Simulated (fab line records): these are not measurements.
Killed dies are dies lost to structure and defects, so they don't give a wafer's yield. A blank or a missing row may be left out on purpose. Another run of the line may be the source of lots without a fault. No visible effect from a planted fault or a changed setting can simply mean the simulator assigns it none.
Matching of chambers    flow nand harc    3 sister chambers for NHARC_A_M1_PRE_CLEAN_32 on pecvd-01
The step time 12 s. 6 wafers are shown with their chamber, then 7 later ones without.

== WAFERS, EACH WITH ITS CHAMBER ==
wafer   chamber  heater power w (W)
L701.1  2        566
L701.5  2        566
L706.2  1        549
L706.3  0        552
L708.1  0        580
L708.2  1        615

== WAFERS MISSING THEIR CHAMBER ==
wafer   heater power w (W)
L708.6  466
L716.1  557
L716.2  557
L716.3  544
L719.2  641
L719.3  540
L719.6  530

== WHICH CHAMBER EACH ONE RAN IN ==
wafer   from the rows above           in truth
L708.6  can't be placed: 0 or 2 or 1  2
L716.1  can't be placed: 0 or 2 or 1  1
L716.2  can't be placed: 0 or 2 or 1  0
L716.3  can't be placed: 0 or 2 or 1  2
L719.2  can't be placed: 1 or 0 or 2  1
L719.3  can't be placed: 0 or 2 or 1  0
L719.6  can't be placed: 0 or 2 or 1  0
Correct placement for 0 of the 7. Not placeable from these rows: 7 (in 7, the candidates include the true chamber). Wrongly placed: 0.
How it was worked out, from the rows above alone: a wafer's distance from a chamber is the root of the sum, over the readings, of the square of ((its reading less the chamber's mean) divided by the reading's scatter). The wafer belongs to the nearest chamber; if the next one is less than 2 further off, it can't be placed. A chamber's mean is the mean of its shown wafers. How the scatter is found: for the shown wafers, subtract from each reading the mean of its chamber, square and add these, divide the total by (wafers less chambers), then take the root.
